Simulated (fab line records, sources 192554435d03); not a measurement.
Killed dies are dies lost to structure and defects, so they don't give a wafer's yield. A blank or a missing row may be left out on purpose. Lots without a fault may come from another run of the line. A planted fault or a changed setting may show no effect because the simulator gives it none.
fab line records | flow n5_finfet | part 1 of 2: steps 1 to 3 of 6
record lots=20 wafers=60 last_day=19
route steps=1938 shown FIN_CUT@172 DUMMY_GATE@236 SD_EPI_N@274 SD_EPI_P@306 ILD0@338
lots that met no fault: from a run of the same line without faults
start_h: hours from the record's first day to the start of the lot's first wafer shown | wait_h: hours since the lot's step before | " the same as in the row above | L1.1+2: a row that stands for several wafers | - no value, or no start given | * or withheld: withheld | < > ~ a bound
route shown NAME@n: a module of which the file shows steps, and the number in the route of the first | usual: mean/standard deviation of fault-free wafers | same: alike in all rows | chamber/n: place in a boat | sites: the reading at each site | _std_site: their standard deviation | _edge_site: outer sites' mean less inner sites' | radius_mm: how far each site lies from the wafer's centre | mask NAME#n: copy n | behind: the tool/chamber that last shaped the wafer | hold: why the lot was held/for how many hours/how that ended | device: the transistor (n, p or np) that didn't switch | end of line: the same wafers' tests at the end of the route | a step without rows: its recipe alone | killed: dies lost to structure and defects at the first sort, not the wafer's yield | map: a wafer's dies, x killed, . not, _ none there
set.NAME: the setting as run; set.NAME@STEP: as run at that earlier step | model.NAME: the simulator's own value behind a step, which no gauge read
steps of the route over a sample of lots; a table a step, a row a wafer
services: from which hour (start_h, from the record's first day; less than 0 if before it) a tool's chamber was out of use, for how many hours, and why
## steps
# step N5_FIN_CUT_STRIP_24
# recipe chemistry=CF4 resist=SiARC power_w=300 bias_power_w=75 pressure_mtorr=50 cf4_flow_sccm=150 rf_frequency_hz=6e+07
# usual drypump_motor_current_A=5.51/0.3 oes_product_au=0.78/0.07 rf_vpp_V=271.1/1.4 showerhead_plenum_p_Torr=1.79/0.058 throttle_valve_pct=13.54/0.26
# columns lot.wafer tool chamber start_h wait_h drypump_motor_current_A oes_product_au rf_hours_counter_h rf_vpp_V showerhead_plenum_p_Torr throttle_valve_pct
L074.1 rie_diel-06 3 29.74 0.0 5.06 0.75 166 269.6 1.72 13.54
L074.2 " 2 " " 5.98 0.83 62 273.2 1.89 13.21
L074.3 " 1 " " 5.95 0.67 237 272.6 1.84 13.68
L075.1 rie_diel-01 0 33.67 0.0 5.07 0.86 35 272.2 1.83 13.59
L075.4 " 3 " " 5.64 0.80 86 270.4 1.75 13.22
L075.5 " 3 " " 5.64 0.79 - 270.9 1.75 13.21
L076.1 rie_diel-06 1 40.11 0.0 5.96 0.67 241 272.4 1.84 13.70
L076.5 " 3 " " 5.08 0.75 - 269.7 1.72 13.54
L076.6 " 0 " " 5.46 0.94 - 271.4 1.83 13.13
L077.2 rie_diel-01 0 45.48 0.0 5.07 0.86 38 271.2 1.83 13.61
L077.3 " 1 " " 5.60 0.74 172 271.8 1.86 13.62
L077.6 " 2 " " 5.68 0.74 - 269.8 1.79 13.72
L078.2 rie_diel-01 2 51.62 0.0 5.69 0.73 173 271.6 1.79 13.71
L078.5 " 3 " " 5.65 0.79 - 269.8 1.75 13.23
L078.6 " 2 " " 5.69 0.74 - 272.0 1.79 13.69
L079.3 rie_diel-06 0 57.30 0.0 5.46 0.93 13 270.5 1.83 13.13
L079.4 " 2 " " 5.94 0.83 68 273.8 1.89 13.22
L079.6 " 2 " " 5.92 0.83 - 273.8 1.89 13.23
L081.1 rie_diel-06 3 69.22 0.0 5.08 0.75 177 269.9 1.72 13.58
L081.3 " 0 " " 5.45 0.92 17 272.4 1.83 13.14
L081.6 " 3 " " 5.06 0.74 - 269.1 1.72 13.59
L082.1 rie_diel-03 1 75.77 0.0 5.19 0.80 106 269.4 1.67 13.27
L082.2 " 2 " " 5.31 0.76 139 271.0 1.80 13.96
L082.6 " 2 " " 5.29 0.77 - 271.2 1.80 13.96
L084.1 rie_diel-01 3 86.91 0.0 5.67 0.78 101 269.8 1.74 13.25
L084.2 " 1 " " 5.62 0.73 183 272.6 1.85 13.64
L084.5 " 0 " " 5.09 0.84 - 272.1 1.82 13.63
L085.1 rie_diel-01 0 101.84 0.0 5.08 0.84 53 271.5 1.82 13.64
L085.2 " 2 " " 5.66 0.73 187 270.9 1.78 13.73
L085.6 " 0 " " 5.06 0.84 - 272.6 1.82 13.63
L086.1 rie_diel-06 3 105.67 0.0 5.07 0.73 190 269.4 1.71 13.60
L086.4 " 1 " " 5.97 0.95 5 270.9 1.83 13.16
L086.5 " 2 " " 5.95 0.81 - 272.7 1.88 13.27
L087.1 rie_diel-03 0 107.76 0.0 5.57 0.74 183 270.6 1.78 13.52
L087.5 " 3 " " 5.70 0.71 - 270.8 1.78 13.87
L087.6 " 2 " " 5.30 0.75 - 270.9 1.79 13.97
L090.1 rie_diel-03 3 123.26 0.0 5.70 0.71 205 270.9 1.78 13.87
L090.4 " 1 " " 5.24 0.79 - 268.2 1.67 13.30
L090.5 " 2 " " 5.31 0.75 - 271.1 1.79 13.97
L091.3 rie_diel-06 0 130.46 0.0 5.47 0.89 38 273.6 1.82 13.21
L091.4 " 1 " " 5.99 0.91 13 271.4 1.83 13.17
L091.5 " 1 " " 5.99 0.92 - 272.2 1.83 13.19
L092.1 rie_diel-03 3 135.03 0.0 5.71 0.70 211 270.5 1.78 13.87
L092.3 " 2 " " 5.24 0.75 157 271.5 1.79 13.99
L092.5 " 1 " " 5.22 0.79 - 268.1 1.67 13.33
L093.3 rie_diel-03 3 141.00 0.0 5.71 0.71 212 271.2 1.78 13.86
L093.5 " 3 " " 5.71 0.71 - 271.5 1.78 13.87
L093.6 " 2 " " 5.29 0.75 - 270.9 1.79 14.00
L094.1 rie_diel-03 0 148.11 0.0 5.57 0.73 189 271.1 1.78 13.51
L094.2 " 2 " " 5.27 0.74 161 271.8 1.79 13.99
L094.4 " 1 " " 5.19 0.78 126 267.1 1.66 13.34
L095.2 rie_diel-06 3 152.49 0.0 5.07 0.72 206 269.4 1.71 13.65
L095.5 " 3 " " 5.07 0.72 - 268.6 1.71 13.62
L095.6 " 1 " " 5.98 0.90 - 274.0 1.83 13.19
L096.1 rie_diel-06 3 158.83 0.0 5.08 0.72 207 270.7 1.71 13.65
L096.2 " 2 " " 5.99 0.79 100 272.9 1.88 13.29
L096.3 " 0 " " 5.46 0.86 47 272.3 1.82 13.23
L097.2 rie_diel-06 2 165.38 0.0 5.91 0.79 101 271.6 1.88 13.31
L097.4 " 0 " " 5.47 0.87 49 272.1 1.82 13.22
L097.6 " 3 " " 5.05 0.72 - 268.9 1.71 13.66
# step N5_DUMMY_GATE_ETCH_36
# recipe chemistry=CF4 target=SiARC target_depth_a=130 pressure_mtorr=40 source_w=545 bias_w=36 Ar_flow_sccm=100 cf4_flow_sccm=100 ion_energy_ev=80
# usual drypump_motor_current_A=5.53/0.29 oes_product_au=0.79/0.071 rf_vpp_V=184.0/1.3 showerhead_plenum_p_Torr=2.13/0.069 throttle_valve_pct=15.55/0.26
# columns lot.wafer tool chamber start_h wait_h drypump_motor_current_A oes_product_au rf_hours_counter_h rf_vpp_V showerhead_plenum_p_Torr throttle_valve_pct
L074.1 rie_diel-03 0 47.92 0.0 5.58 0.75 167 183.7 2.13 15.47
L074.2 " 1 " " 5.22 0.81 98 181.6 2.00 15.32
L074.3 " 3 " " 5.71 0.73 185 183.1 2.13 15.82
L075.1 rie_diel-03 1 52.59 0.0 5.23 0.81 99 181.9 2.00 15.30
L075.4 " 3 " " 5.68 0.73 186 183.1 2.13 15.84
L075.5 " 1 " " 5.21 0.81 - 181.8 2.00 15.30
L076.1 rie_diel-01 0 58.58 0.0 5.06 0.89 40 186.6 2.18 15.67
L076.5 " 3 " " 5.65 0.81 - 183.4 2.09 15.28
L076.6 " 2 " " 5.68 0.74 - 184.9 2.13 15.74
L077.2 rie_diel-06 2 66.40 0.0 5.97 0.84 72 185.2 2.25 15.24
L077.3 " 1 " " 5.98 0.67 248 184.3 2.19 15.69
L077.6 " 1 " " 5.97 0.67 - 184.4 2.19 15.69
L078.2 rie_diel-01 0 70.01 0.0 5.06 0.87 43 184.3 2.18 15.68
L078.5 " 3 " " 5.67 0.80 - 183.1 2.09 15.30
L078.6 " 0 " " 5.07 0.87 - 186.4 2.18 15.69
L079.3 rie_diel-06 0 76.33 0.0 5.46 0.92 20 185.4 2.18 15.20
L079.4 " 2 " " 5.95 0.82 - 185.2 2.25 15.25
L079.6 " 0 " " 5.46 0.93 - 184.6 2.18 15.20
L081.1 rie_diel-03 2 88.53 0.0 5.29 0.76 142 182.7 2.15 16.03
L081.3 " 0 " " 5.56 0.74 178 184.7 2.13 15.50
L081.6 " 1 " " 5.19 0.80 - 181.4 1.99 15.35
L082.1 rie_diel-03 0 96.88 0.0 5.57 0.75 180 185.4 2.13 15.49
L082.2 " 2 " " 5.31 0.76 144 185.5 2.15 16.02
L082.6 " 2 " " 5.32 0.76 - 184.5 2.15 16.05
L084.1 rie_diel-01 3 109.81 0.0 5.66 0.79 107 182.8 2.08 15.31
L084.2 " 2 " " 5.70 0.74 189 185.2 2.13 15.76
L084.5 " 2 " " 5.68 0.73 - 183.6 2.13 15.76
L085.1 rie_diel-01 0 120.09 0.0 5.07 0.85 58 185.1 2.17 15.72
L085.2 " 2 " " 5.70 0.72 193 184.3 2.13 15.76
L085.6 " 1 " " 5.57 0.74 - 184.3 2.21 15.66
L086.1 rie_diel-01 0 124.31 0.0 5.07 0.84 60 183.5 2.17 15.72
L086.4 " 1 " " 5.58 0.73 194 183.6 2.21 15.68
L086.5 " 0 " " 5.06 0.86 - 185.0 2.17 15.72
L087.1 rie_diel-06 1 128.21 0.0 5.98 0.94 13 185.2 2.19 15.26
L087.5 " 1 " " 5.97 0.95 - 185.4 2.19 15.24
L087.6 " 0 " " 5.44 0.90 - 185.5 2.18 15.26
L090.1 rie_diel-06 3 141.43 0.0 5.06 0.72 202 184.1 2.04 15.63
L090.4 " 1 " " 5.99 0.93 16 186.6 2.19 15.27
L090.5 " 3 " " 5.06 0.72 - 182.2 2.04 15.61
L091.3 rie_diel-06 0 149.95 0.0 5.45 0.90 44 182.9 2.18 15.24
L091.4 " 0 " " 5.44 0.90 - 183.0 2.18 15.25
L091.5 " 1 " " 5.98 0.93 - 185.4 2.19 15.26
L092.1 rie_diel-06 3 154.14 0.0 5.06 0.72 206 181.8 2.04 15.63
L092.3 " 2 " " 5.95 0.80 98 186.3 2.24 15.30
L092.5 " 0 " " 5.46 0.89 - 184.9 2.18 15.28
L093.3 rie_diel-03 1 159.22 0.0 5.22 0.79 129 183.0 1.99 15.36
L093.5 " 1 " " 5.23 0.79 - 181.5 1.99 15.36
L093.6 " 3 " " 5.71 0.70 - 183.7 2.12 15.89
L094.1 rie_diel-06 1 167.49 0.0 5.96 0.91 25 185.5 2.18 15.28
L094.2 " 3 " " 5.04 0.72 210 184.3 2.03 15.64
L094.4 " 0 " " 5.44 0.89 50 183.5 2.17 15.26
L095.2 rie_diel-03 2 172.98 0.0 5.32 0.74 164 184.9 2.14 16.10
L095.5 " 0 " " 5.53 0.73 - 182.4 2.13 15.53
L095.6 " 3 " " 5.70 0.70 - 183.9 2.12 15.90
L096.1 rie_diel-06 1 177.28 0.0 5.99 0.91 27 186.1 2.18 15.27
L096.2 " 3 " " 5.07 0.71 213 183.1 2.03 15.65
L096.3 " 0 " " 5.48 0.89 52 185.4 2.17 15.25
L097.2 rie_diel-03 1 183.46 0.0 5.23 0.78 133 182.1 1.99 15.37
L097.4 " 0 " " 5.57 0.73 199 183.3 2.12 15.53
L097.6 " 0 " " 5.55 0.73 - 184.5 2.12 15.54
# step N5_SD_EPI_N_ETCH_34
# recipe chemistry=CF4 target=SiARC target_depth_a=455 mask_material=CAR-ArF-block time_s=75.8 ion_energy_ev=80 pressure_mtorr=40 source_w=545 bias_w=36 Ar_flow_sccm=100 cf4_flow_sccm=100 ends=cleared
# usual drypump_motor_current_A=5.9/0.37 etch_rf_on_time_s=75.4/0.97 oes_product_au=0.69/0.072 rf_vpp_V=184.5/1.4 showerhead_plenum_p_Torr=2.17/0.093 throttle_valve_pct=15.53/0.18
# columns lot.wafer tool chamber start_h wait_h drypump_motor_current_A etch_rf_on_time_s oes_product_au rf_hours_counter_h rf_vpp_V showerhead_plenum_p_Torr throttle_valve_pct
L074.1 rie_diel-05 3 50.40 0.0 6.3 75.2 0.63 194 185.5 2.21 15.76
L074.2 " 2 " " 5.8 77.5 0.58 234 182.9 2.03 15.89
L074.3 " 0 " " 5.6 75.6 0.68 120 185.2 2.23 15.36
L075.1 rie_diel-05 1 54.82 0.0 5.4 75.7 0.67 96 183.6 2.00 15.70
L075.4 " 0 " " 5.6 75.4 0.68 122 186.0 2.23 15.36
L075.5 " 1 " " 5.4 75.2 0.68 - 181.9 2.00 15.69
L076.1 rie_diel-04 3 60.68 0.0 6.0 73.4 0.66 157 185.0 2.13 15.46
L076.5 " 3 " " 6.0 74.2 0.66 - 183.9 2.13 15.46
L076.6 " 2 " " 6.0 74.2 0.81 - 183.4 2.11 15.63
L077.2 rie_diel-02 3 68.74 0.0 5.9 76.5 0.65 149 184.6 2.22 15.38
L077.3 " 1 " " 5.5 75.6 0.74 44 186.2 2.27 15.48
L077.6 " 3 " " 5.9 76.5 0.65 - 183.7 2.22 15.39
L078.2 rie_diel-02 3 72.52 0.0 5.9 76.4 0.65 151 184.4 2.22 15.40
L078.5 " 0 " " 5.3 73.6 0.82 - 188.0 2.27 15.21
L078.6 " 1 " " 5.5 76.2 0.73 - 184.3 2.27 15.49
L079.3 rie_diel-02 3 78.58 0.0 5.9 76.6 0.64 152 184.8 2.22 15.40
L079.4 " 1 " " 5.5 75.6 0.74 48 184.8 2.27 15.48
L079.6 " 0 " " 5.3 74.2 0.82 - 185.1 2.27 15.20
L081.1 rie_diel-02 3 95.97 0.0 5.9 76.8 0.65 157 185.4 2.22 15.39
L081.3 " 2 " " 6.4 75.7 0.58 219 183.6 2.11 15.76
L081.6 " 2 " " 6.4 75.6 0.59 - 184.3 2.11 15.76
L082.1 rie_diel-04 3 99.96 0.0 6.0 74.2 0.64 172 183.1 2.13 15.47
L082.2 " 2 " " 6.1 74.9 0.78 27 183.1 2.10 15.67
L082.6 " 2 " " 6.1 74.7 0.78 - 182.7 2.10 15.67
L084.1 rie_diel-04 1 112.08 0.0 6.1 76.7 0.63 187 183.4 2.04 15.47
L084.2 " 0 " " 6.4 74.8 0.80 20 186.1 2.28 15.29
L084.5 " 3 " " 5.9 74.9 0.64 - 183.3 2.12 15.51
L085.1 rie_diel-05 1 122.38 0.0 5.4 75.9 0.66 118 182.1 1.99 15.71
L085.2 " 0 " " 5.6 75.9 0.66 144 185.2 2.22 15.40
L085.6 " 0 " " 5.6 75.6 0.66 - 186.7 2.22 15.41
L086.1 rie_diel-04 1 126.40 0.0 6.1 75.7 0.63 192 183.1 2.04 15.49
L086.4 " 0 " " 6.4 73.8 0.79 26 186.8 2.28 15.31
L086.5 " 1 " " 6.1 75.6 0.63 - 183.1 2.04 15.49
L087.1 rie_diel-05 1 130.27 0.0 5.4 76.5 0.66 121 182.9 1.99 15.75
L087.5 " 0 " " 5.5 75.7 0.66 - 185.3 2.22 15.41
L087.6 " 3 " " 6.3 75.5 0.61 - 184.6 2.20 15.81
L090.1 rie_diel-04 1 143.67 0.0 6.1 76.3 0.63 198 182.7 2.04 15.51
L090.4 " 3 " " 6.0 74.4 0.64 188 184.7 2.12 15.51
L090.5 " 1 " " 6.1 76.5 0.62 - 184.0 2.04 15.50
L091.3 rie_diel-04 2 152.00 0.0 6.1 74.2 0.75 46 183.1 2.10 15.71
L091.4 " 3 " " 6.0 74.3 0.64 190 184.5 2.12 15.53
L091.5 " 3 " " 6.0 74.2 0.63 - 184.3 2.12 15.54
L092.1 rie_diel-02 2 156.35 0.0 6.4 76.0 0.57 237 182.8 2.11 15.81
L092.3 " 1 " " 5.5 76.6 0.70 74 184.2 2.26 15.53
L092.5 " 0 " " 5.3 75.0 0.74 - 186.0 2.26 15.27
L093.3 rie_diel-05 1 161.51 0.0 5.4 76.5 0.65 132 182.8 1.99 15.75
L093.5 " 2 " " 5.8 75.7 0.80 - 184.7 2.28 15.42
L093.6 " 3 " " 6.3 75.5 0.60 - 183.4 2.20 15.82
L094.1 rie_diel-04 0 169.59 0.0 6.4 74.4 0.76 40 185.5 2.27 15.33
L094.2 " 3 " " 6.0 74.1 0.63 197 182.7 2.12 15.53
L094.4 " 1 " " 6.1 75.6 0.62 207 183.0 2.04 15.53
L095.2 rie_diel-04 2 175.15 0.0 6.1 76.1 0.74 54 182.1 2.10 15.73
L095.5 " 0 " " 6.4 74.6 0.76 - 185.6 2.27 15.34
L095.6 " 3 " " 6.0 75.0 0.63 - 184.6 2.12 15.54
L096.1 rie_diel-04 0 179.33 0.0 6.4 74.0 0.76 44 186.1 2.27 15.33
L096.2 " 1 " " 6.1 75.8 0.62 210 183.4 2.03 15.53
L096.3 " 3 " " 6.0 73.8 0.63 200 182.3 2.12 15.54
L097.2 rie_diel-02 3 185.93 0.0 5.9 77.5 0.62 189 183.8 2.21 15.47
L097.4 " 2 " " 6.4 76.8 0.57 247 185.3 2.10 15.83
L097.6 " 3 " " 5.9 76.9 0.63 - 184.7 2.21 15.47
